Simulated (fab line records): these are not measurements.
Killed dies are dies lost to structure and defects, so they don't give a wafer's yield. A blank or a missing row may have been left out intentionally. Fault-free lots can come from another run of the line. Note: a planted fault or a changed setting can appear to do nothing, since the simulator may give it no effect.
Which tool did it? :: flow n5 finfet :: 26 wafers from 10 lots sampled at 6 of the route's 1938 steps

WHAT THE GAUGES SHOWED, per wafer
N5_BEOL_M4_RC_MEAS_101. Usual: DIBL_N 36.0 mV/V, standard deviation 2.2; DIBL_P 36.2 mV/V, standard deviation 2.4; IOFF_N 0.16 nA/um, standard deviation 0.035; IOFF_P 0.21 nA/um, standard deviation 0.037; ION_N 672 uA/um, standard deviation 13; ION_P 461 uA/um, standard deviation 7; SS_N 71.4 mV/dec, standard deviation 0.69; SS_P 73.2 mV/dec, standard deviation 0.75; VT_N 250 mV, standard deviation 3.4; VT_P -251 mV, standard deviation 3.
lot: L466
measured: day 9 13:01
on: prober-01
DIBL_N (mV/V): 33.9 35.4 35.7
DIBL_P (mV/V): 34.2 35.7 36.5
IOFF_N (nA/um): 0.12 0.16 0.17
IOFF_P (nA/um): 0.17 0.19 0.21
ION_N (uA/um): 659 677 694
ION_P (uA/um): 451 457 467
SS_N (mV/dec): 71.3 71.1 70.8
SS_P (mV/dec): 73.7 73.4 73.6
VT_N (mV): 252 250 246
VT_P (mV): -257 -253 -252
flag: 

lot: L467
measured: day 9 15:42
on: prober-02
DIBL_N (mV/V): 33.4 30.8 33.7
DIBL_P (mV/V): 33.8 32.2 34.7
IOFF_N (nA/um): 0.13 0.10 0.14
IOFF_P (nA/um): 0.17 0.16 0.19
ION_N (uA/um): 678 659 679
ION_P (uA/um): 460 462 465
SS_N (mV/dec): 70.8 70.2 70.8
SS_P (mV/dec): 72.1 72.1 72.4
VT_N (mV): 252 257 249
VT_P (mV): -251 -254 -253
flag: 

lot: L468
measured: day 9 10:32
on: prober-01
DIBL_N (mV/V): 38.5 39.2
DIBL_P (mV/V): 37.1 37.9
IOFF_N (nA/um): 0.18 0.21
IOFF_P (nA/um): 0.22 0.24
ION_N (uA/um): 671 679
ION_P (uA/um): 458 458
SS_N (mV/dec): 72.7 71.8
SS_P (mV/dec): 73.8 73.9
VT_N (mV): 247 248
VT_P (mV): -250 -246
flag: 

lot: L471
measured: day 10 20:53
on: prober-02
DIBL_N (mV/V): 37.0 36.6 34.1
DIBL_P (mV/V): 39.5 38.0 35.2
IOFF_N (nA/um): 0.18 0.17 0.13
IOFF_P (nA/um): 0.26 0.23 0.19
ION_N (uA/um): 667 674 660
ION_P (uA/um): 465 460 463
SS_N (mV/dec): 72.0 71.6 71.6
SS_P (mV/dec): 74.1 74.1 72.9
VT_N (mV): 252 248 254
VT_P (mV): -250 -251 -254
flag: 

lot: L474
measured: day 11 00:42
on: prober-01
DIBL_N (mV/V): 38.1 38.7 37.8
DIBL_P (mV/V): 37.4 40.3 39.1
IOFF_N (nA/um): 0.20 0.22 0.19
IOFF_P (nA/um): 0.21 0.26 0.23
ION_N (uA/um): 667 690 677
ION_P (uA/um): 455 466 459
SS_N (mV/dec): 72.1 71.9 71.7
SS_P (mV/dec): 73.1 74.4 73.5
VT_N (mV): 250 244 248
VT_P (mV): -252 -246 -252
flag: 

lot: L476
measured: day 12 00:44
on: prober-02
DIBL_N (mV/V): 34.0 36.6 33.7
DIBL_P (mV/V): 32.1 35.7 32.3
IOFF_N (nA/um): 0.13 0.18 0.12
IOFF_P (nA/um): 0.18 0.24 0.18
ION_N (uA/um): 666 673 665
ION_P (uA/um): 458 470 460
SS_N (mV/dec): 71.1 72.5 70.4
SS_P (mV/dec): 72.2 73.2 72.5
VT_N (mV): 253 246 253
VT_P (mV): -250 -246 -248
flag: 

lot: L477
measured: day 12 09:06
on: prober-02
DIBL_N (mV/V): 31.8 35.7 34.3
DIBL_P (mV/V): 33.3 37.8 35.4
IOFF_N (nA/um): 0.11 0.16 0.15
IOFF_P (nA/um): 0.16 0.22 0.19
ION_N (uA/um): 651 663 670
ION_P (uA/um): 452 458 457
SS_N (mV/dec): 70.9 72.4 71.0
SS_P (mV/dec): 73.1 73.2 73.0
VT_N (mV): 254 248 251
VT_P (mV): -254 -252 -253
flag: 

lot: L478
measured: day 12 07:36
on: prober-02
DIBL_N (mV/V): 37.4 40.8
DIBL_P (mV/V): 37.5 40.8
IOFF_N (nA/um): 0.16 0.24
IOFF_P (nA/um): 0.22 0.28
ION_N (uA/um): 669 692
ION_P (uA/um): 457 470
SS_N (mV/dec): 71.3 72.7
SS_P (mV/dec): 73.8 74.1
VT_N (mV): 252 244
VT_P (mV): -249 -248
flag: 

lot: L483
measured: day 13 14:58
on: prober-01
DIBL_N (mV/V): 36.3 32.1
DIBL_P (mV/V): 35.1 30.5
IOFF_N (nA/um): 0.14 0.09
IOFF_P (nA/um): 0.19 0.14
ION_N (uA/um): 669 651
ION_P (uA/um): 457 450
SS_N (mV/dec): 71.1 69.7
SS_P (mV/dec): 73.5 72.0
VT_N (mV): 251 258
VT_P (mV): -251 -256
flag: 

lot: L486
measured: day 14 04:13
on: prober-01
DIBL_N (mV/V): 36.3 36.5
DIBL_P (mV/V): 35.8 36.5
IOFF_N (nA/um): 0.16 0.16
IOFF_P (nA/um): 0.18 0.19
ION_N (uA/um): 681 684
ION_P (uA/um): 460 460
SS_N (mV/dec): 71.5 71.9
SS_P (mV/dec): 72.7 73.1
VT_N (mV): 248 253
VT_P (mV): -254 -252
flag: 

WHICH TOOL RAN EACH LOT (tool, then ch and the chambers of the sampled wafers, then the start)
lot: L466
N5_MOL_CONTACT_COAG_VIA_ETCH_117: rie diel-03 ch 0,1, day 5 09:07
N5_BEOL_M0_SAQP_PECVD_96: pecvd-03 ch 0,1,2, day 5 14:22
N5_BEOL_M0_SAQP_PECVD_97: pecvd-03 ch 0,1,2, day 5 14:24
N5_BEOL_M0_SAQP_PECVD_04: pecvd-03 ch 0,1,2, day 5 14:26
N5_BEOL_M0_SAQP_MANDREL_ETCH_103: rie si-03 ch 2,3, day 5 17:29

lot: L467
N5_MOL_CONTACT_COAG_VIA_ETCH_117: rie diel-03 ch 2,3, day 5 13:56
N5_BEOL_M0_SAQP_PECVD_96: pecvd-01 ch 0,1,2, day 5 20:13
N5_BEOL_M0_SAQP_PECVD_97: pecvd-01 ch 0,1,2, day 5 20:16
N5_BEOL_M0_SAQP_PECVD_04: pecvd-01 ch 0,1,2, day 5 20:19
N5_BEOL_M0_SAQP_MANDREL_ETCH_103: rie si-04 ch 1,2, day 5 23:55

lot: L468
N5_MOL_CONTACT_COAG_VIA_ETCH_117: rie diel-04 ch 0,2, day 5 19:49
N5_BEOL_M0_SAQP_PECVD_96: pecvd-01 ch 0,1, day 6 02:22
N5_BEOL_M0_SAQP_PECVD_97: pecvd-01 ch 0,1, day 6 02:26
N5_BEOL_M0_SAQP_PECVD_04: pecvd-01 ch 0,1, day 6 02:29
N5_BEOL_M0_SAQP_MANDREL_ETCH_103: rie si-03 ch 0,2, day 6 05:07

lot: L471
N5_MOL_CONTACT_COAG_VIA_ETCH_117: rie diel-06 ch 1,2, day 6 11:16
N5_BEOL_M0_SAQP_PECVD_96: pecvd-02 ch 0,1,2, day 6 17:40
N5_BEOL_M0_SAQP_PECVD_97: pecvd-02 ch 0,1,2, day 6 17:43
N5_BEOL_M0_SAQP_PECVD_04: pecvd-02 ch 0,1,2, day 6 17:45
N5_BEOL_M0_SAQP_MANDREL_ETCH_103: rie si-04 ch 1,2, day 6 20:20

lot: L474
N5_MOL_CONTACT_COAG_VIA_ETCH_117: rie diel-03 ch 0,1,3, day 7 05:52
N5_BEOL_M0_SAQP_PECVD_96: pecvd-03 ch 1,2, day 7 12:59
N5_BEOL_M0_SAQP_PECVD_97: pecvd-03 ch 1,2, day 7 13:02
N5_BEOL_M0_SAQP_PECVD_04: pecvd-03 ch 1,2, day 7 13:05
N5_BEOL_M0_SAQP_MANDREL_ETCH_103: rie si-05 ch 2,3, day 7 16:19

lot: L476
N5_MOL_CONTACT_COAG_VIA_ETCH_117: rie diel-04 ch 0,2,3, day 7 18:55
N5_BEOL_M0_SAQP_PECVD_96: pecvd-03 ch 1,2, day 7 23:55
N5_BEOL_M0_SAQP_PECVD_97: pecvd-03 ch 1,2, day 7 23:58
N5_BEOL_M0_SAQP_PECVD_04: pecvd-03 ch 1,2, day 8 00:00
N5_BEOL_M0_SAQP_MANDREL_ETCH_103: rie si-03 ch 1,2,3, day 8 02:22

lot: L477
N5_MOL_CONTACT_COAG_VIA_ETCH_117: rie diel-04 ch 0,2,3, day 8 03:35
N5_BEOL_M0_SAQP_PECVD_96: pecvd-02 ch 0,1,2, day 8 09:19
N5_BEOL_M0_SAQP_PECVD_97: pecvd-02 ch 0,1,2, day 8 09:22
N5_BEOL_M0_SAQP_PECVD_04: pecvd-02 ch 0,1,2, day 8 09:24
N5_BEOL_M0_SAQP_MANDREL_ETCH_103: rie si-03 ch 0,3, day 8 13:01

lot: L478
N5_MOL_CONTACT_COAG_VIA_ETCH_117: rie diel-04 ch 0,2, day 8 06:20
N5_BEOL_M0_SAQP_PECVD_96: pecvd-03 ch 1,2, day 8 12:25
N5_BEOL_M0_SAQP_PECVD_97: pecvd-03 ch 1,2, day 8 12:28
N5_BEOL_M0_SAQP_PECVD_04: pecvd-03 ch 1,2, day 8 12:31
N5_BEOL_M0_SAQP_MANDREL_ETCH_103: rie si-05 ch 1,3, day 8 15:23

lot: L483
N5_MOL_CONTACT_COAG_VIA_ETCH_117: rie diel-06 ch 0,2, day 9 12:50
N5_BEOL_M0_SAQP_PECVD_96: pecvd-03 ch 0,1, day 9 20:53
N5_BEOL_M0_SAQP_PECVD_97: pecvd-03 ch 0,1, day 9 20:56
N5_BEOL_M0_SAQP_PECVD_04: pecvd-03 ch 0,1, day 9 20:58
N5_BEOL_M0_SAQP_MANDREL_ETCH_103: rie si-04 ch 1,3, day 9 23:52

lot: L486
N5_MOL_CONTACT_COAG_VIA_ETCH_117: rie diel-04 ch 0,3, day 10 09:48
N5_BEOL_M0_SAQP_PECVD_96: pecvd-03 ch 0,2, day 10 15:17
N5_BEOL_M0_SAQP_PECVD_97: pecvd-03 ch 0,2, day 10 15:20
N5_BEOL_M0_SAQP_PECVD_04: pecvd-03 ch 0,2, day 10 15:23
N5_BEOL_M0_SAQP_MANDREL_ETCH_103: rie si-04 ch 1,2, day 10 17:47
- N5_MOL_CONTACT_COAG_VIA_ETCH_117: etches SiO2 in C4F6/O2, target depth 40 nm, overetch 8 nm, time 26 s.
- N5_BEOL_M0_SAQP_PECVD_96: deposits a-Si from SiH4/He, target thk 45 nm, time 45.2 s.
- N5_BEOL_M0_SAQP_PECVD_97: deposits SiNx from SiH4/NH3/N2, target thk 23 nm, time 19.9 s.
- N5_BEOL_M0_SAQP_PECVD_04: deposits a-Si from SiH4/He, target thk 60 nm, time 60.2 s.
- N5_BEOL_M0_SAQP_MANDREL_ETCH_103: etches a-Si in HBr/Cl2, stops on SiCN, target depth 45 nm, bt time 10 s, time 27 s.

AS READ BY THE TOOLS THEMSELVES (means over the sampled wafers that have a number; for cases with no such wafer, the mark the record gives instead)
N5_MOL_CONTACT_COAG_VIA_ETCH_117. Usual: drypump motor current A 5.6 A, standard deviation 0.52; oes product au 0.73 a.u., standard deviation 0.072; rf vpp V 1588 V, standard deviation 22; showerhead plenum p Torr 2.87 Torr, standard deviation 0.1; throttle valve pct 41.1 %, standard deviation 0.37.
lot: L466
tool: rie diel-03
drypump motor current A (A): 5.6
oes product au (a.u.): 0.74
rf vpp V (V): 1601
showerhead plenum p Torr (Torr): 2.95
throttle valve pct (%): 41.3
flag: 

lot: L467
tool: rie diel-03
drypump motor current A (A): 5.7
oes product au (a.u.): 0.76
rf vpp V (V): 1587
showerhead plenum p Torr (Torr): 2.77
throttle valve pct (%): 41.3
flag: 

lot: L468
tool: rie diel-04
drypump motor current A (A): 5.9
oes product au (a.u.): 0.70
rf vpp V (V): 1571
showerhead plenum p Torr (Torr): 2.80
throttle valve pct (%): 41.5
flag: 

lot: L471
tool: rie diel-06
drypump motor current A (A): 5.7
oes product au (a.u.): 0.76
rf vpp V (V): 1602
showerhead plenum p Torr (Torr): 2.99
throttle valve pct (%): 41.2
flag: 

lot: L474
tool: rie diel-03
drypump motor current A (A): 5.7
oes product au (a.u.): 0.72
rf vpp V (V): 1593
showerhead plenum p Torr (Torr): 2.87
throttle valve pct (%): 41.4
flag: 

lot: L476
tool: rie diel-04
drypump motor current A (A): 5.8
oes product au (a.u.): 0.67
rf vpp V (V): 1567
showerhead plenum p Torr (Torr): 2.82
throttle valve pct (%): 41.2
flag: 

lot: L477
tool: rie diel-04
drypump motor current A (A): 5.8
oes product au (a.u.): 0.67
rf vpp V (V): 1567
showerhead plenum p Torr (Torr): 2.82
throttle valve pct (%): 41.2
flag: 

lot: L478
tool: rie diel-04
drypump motor current A (A): 5.9
oes product au (a.u.): 0.68
rf vpp V (V): 1570
showerhead plenum p Torr (Torr): 2.79
throttle valve pct (%): 41.5
flag: 

lot: L483
tool: rie diel-06
drypump motor current A (A): 5.3
oes product au (a.u.): 0.71
rf vpp V (V): 1588
showerhead plenum p Torr (Torr): 2.88
throttle valve pct (%): 41.0
flag: 

lot: L486
tool: rie diel-04
drypump motor current A (A): 5.3
oes product au (a.u.): 0.68
rf vpp V (V): 1558
showerhead plenum p Torr (Torr): 2.81
throttle valve pct (%): 41.0
flag: 

N5_BEOL_M0_SAQP_PECVD_96. Usual: heater power w 697 W, standard deviation 85; run length s 81.3 s, standard deviation 0.51; showerhead plenum p Torr 5.69 Torr, standard deviation 0.069; throttle valve pct 18.7 %, standard deviation 1.9.
lot: L466
tool: pecvd-03
heater power w (W): 730
run length s (s): 81.3
showerhead plenum p Torr (Torr): 5.72
throttle valve pct (%): 19.1
flag: 

lot: L467
tool: pecvd-01
heater power w (W): 656
run length s (s): 81.5
showerhead plenum p Torr (Torr): 5.71
throttle valve pct (%): 17.4
flag: 

lot: L468
tool: pecvd-01
heater power w (W): 559
run length s (s): 81.8
showerhead plenum p Torr (Torr): 5.75
throttle valve pct (%): 17.8
flag: 

lot: L471
tool: pecvd-02
heater power w (W): 709
run length s (s): 81.2
showerhead plenum p Torr (Torr): 5.62
throttle valve pct (%): 18.4
flag: 

lot: L474
tool: pecvd-03
heater power w (W): 664
run length s (s): 81.4
showerhead plenum p Torr (Torr): 5.75
throttle valve pct (%): 18.0
flag: 

lot: L476
tool: pecvd-03
heater power w (W): 751
run length s (s): 80.8
showerhead plenum p Torr (Torr): 5.76
throttle valve pct (%): 17.3
flag: 

lot: L477
tool: pecvd-02
heater power w (W): 732
run length s (s): 81.2
showerhead plenum p Torr (Torr): 5.63
throttle valve pct (%): 18.3
flag: 

lot: L478
tool: pecvd-03
heater power w (W): 752
run length s (s): 80.7
showerhead plenum p Torr (Torr): 5.76
throttle valve pct (%): 17.6
flag: 

lot: L483
tool: pecvd-03
heater power w (W): 712
run length s (s): 84.9
showerhead plenum p Torr (Torr): 5.70
throttle valve pct (%): 20.8
flag: OFF

lot: L486
tool: pecvd-03
heater power w (W): 712
run length s (s): 84.7
showerhead plenum p Torr (Torr): 5.70
throttle valve pct (%): 19.1
flag: OFF

N5_BEOL_M0_SAQP_PECVD_97. Usual: heater power w 624 W, standard deviation 87; showerhead plenum p Torr 5.18 Torr, standard deviation 0.093; throttle valve pct 41 %, standard deviation 4.3.
lot: L466
tool: pecvd-03
heater power w (W): 630
showerhead plenum p Torr (Torr): 5.20
throttle valve pct (%): 42
flag: 

lot: L467
tool: pecvd-01
heater power w (W): 617
showerhead plenum p Torr (Torr): 5.20
throttle valve pct (%): 38
flag: 

lot: L468
tool: pecvd-01
heater power w (W): 580
showerhead plenum p Torr (Torr): 5.25
throttle valve pct (%): 39
flag: 

lot: L471
tool: pecvd-02
heater power w (W): 590
showerhead plenum p Torr (Torr): 5.07
throttle valve pct (%): 40
flag: 

lot: L474
tool: pecvd-03
heater power w (W): 604
showerhead plenum p Torr (Torr): 5.26
throttle valve pct (%): 40
flag: 

lot: L476
tool: pecvd-03
heater power w (W): 623
showerhead plenum p Torr (Torr): 5.26
throttle valve pct (%): 38
flag: 

lot: L477
tool: pecvd-02
heater power w (W): 657
showerhead plenum p Torr (Torr): 5.07
throttle valve pct (%): 40
flag: 

lot: L478
tool: pecvd-03
heater power w (W): 626
showerhead plenum p Torr (Torr): 5.26
throttle valve pct (%): 39
flag: 

lot: L483
tool: pecvd-03
heater power w (W): 600
showerhead plenum p Torr (Torr): 5.19
throttle valve pct (%): 45
flag: 

lot: L486
tool: pecvd-03
heater power w (W): 661
showerhead plenum p Torr (Torr): 5.19
throttle valve pct (%): 42
flag: 

N5_BEOL_M0_SAQP_PECVD_04. Usual: heater power w 700 W, standard deviation 88; showerhead plenum p Torr 5.69 Torr, standard deviation 0.069; throttle valve pct 18.7 %, standard deviation 1.9.
lot: L466
tool: pecvd-03
heater power w (W): 710
showerhead plenum p Torr (Torr): 5.71
throttle valve pct (%): 19.2
flag: 

lot: L467
tool: pecvd-01
heater power w (W): 689
showerhead plenum p Torr (Torr): 5.72
throttle valve pct (%): 17.5
flag: 

lot: L468
tool: pecvd-01
heater power w (W): 543
showerhead plenum p Torr (Torr): 5.75
throttle valve pct (%): 17.8
flag: 

lot: L471
tool: pecvd-02
heater power w (W): 702
showerhead plenum p Torr (Torr): 5.61
throttle valve pct (%): 18.3
flag: 

lot: L474
tool: pecvd-03
heater power w (W): 723
showerhead plenum p Torr (Torr): 5.75
throttle valve pct (%): 18.2
flag: 

lot: L476
tool: pecvd-03
heater power w (W): 774
showerhead plenum p Torr (Torr): 5.75
throttle valve pct (%): 17.2
flag: 

lot: L477
tool: pecvd-02
heater power w (W): 712
showerhead plenum p Torr (Torr): 5.62
throttle valve pct (%): 18.4
flag: 

lot: L478
tool: pecvd-03
heater power w (W): 701
showerhead plenum p Torr (Torr): 5.76
throttle valve pct (%): 17.8
flag: 

lot: L483
tool: pecvd-03
heater power w (W): 670
showerhead plenum p Torr (Torr): 5.70
throttle valve pct (%): 20.6
flag: 

lot: L486
tool: pecvd-03
heater power w (W): 764
showerhead plenum p Torr (Torr): 5.69
throttle valve pct (%): 19.1
flag: 

N5_BEOL_M0_SAQP_MANDREL_ETCH_103. Usual: drypump motor current A 5.7 A, standard deviation 0.39; oes product au 0.686 a.u., standard deviation 0.014; throttle valve pct 35.4 %, standard deviation 0.34.
lot: L466
tool: rie si-03
drypump motor current A (A): 6.1
oes product au (a.u.): 0.679
throttle valve pct (%): 35.3
flag: 

lot: L467
tool: rie si-04
drypump motor current A (A): 5.8
oes product au (a.u.): 0.687
throttle valve pct (%): 35.1
flag: 

lot: L468
tool: rie si-03
drypump motor current A (A): 5.9
oes product au (a.u.): 0.675
throttle valve pct (%): 35.5
flag: 

lot: L471
tool: rie si-04
drypump motor current A (A): 5.4
oes product au (a.u.): 0.683
throttle valve pct (%): 35.1
flag: 

lot: L474
tool: rie si-05
drypump motor current A (A): 5.7
oes product au (a.u.): 0.705
throttle valve pct (%): 35.3
flag: 

lot: L476
tool: rie si-03
drypump motor current A (A): 6.2
oes product au (a.u.): 0.681
throttle valve pct (%): 35.4
flag: 

lot: L477
tool: rie si-03
drypump motor current A (A): 5.7
oes product au (a.u.): 0.677
throttle valve pct (%): 35.6
flag: 

lot: L478
tool: rie si-05
drypump motor current A (A): 5.6
oes product au (a.u.): 0.708
throttle valve pct (%): 35.5
flag: 

lot: L483
tool: rie si-04
drypump motor current A (A): 5.4
oes product au (a.u.): 0.716
throttle valve pct (%): 35.5
flag: 

lot: L486
tool: rie si-04
drypump motor current A (A): 5.6
oes product au (a.u.): 0.718
throttle valve pct (%): 35.0
flag: 

THE ANSWER, worked out from the rows above alone
Rule: lot off if the mean of its wafers having a number is beyond 3 standard deviations from the usual mean. Also off: a lot with no number at a reading for which 4 or more lots have one. Any other lot the step has rows for is counted as sound. Order of review: gauges by route order, followed by the tools' own readings, for which a lot's mean as printed above is used. The first step at which some lot is off is used, and at that step the reading that is off furthest; a lot without a number counts as furthest.
Off at N5_BEOL_M0_SAQP_PECVD_96 (run length s): L483, L486.
If a tool, at that step or one of the process steps before it, ran each lot that is off and ran no sound lot following the first of them, it fits. One candidate fits, namely pecvd-03 at N5_BEOL_M0_SAQP_PECVD_96. Its last sound lot is L478 (day 8 12:25), its first lot that is off L483 (day 9 20:53): a fault that began between those two fits.
The tool's own readings at N5_BEOL_M0_SAQP_PECVD_96 bear it out: on the lots that are off they differ by more than 5 times the standard deviation of the sound lots' means. run length s reads 84.8 s there against 81.2 s on the sound lots.

WHAT THE SIMULATOR PUT IN
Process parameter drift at N5_BEOL_M0_SAQP_PECVD_96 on pecvd-03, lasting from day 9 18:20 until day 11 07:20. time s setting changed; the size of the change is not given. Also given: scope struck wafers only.
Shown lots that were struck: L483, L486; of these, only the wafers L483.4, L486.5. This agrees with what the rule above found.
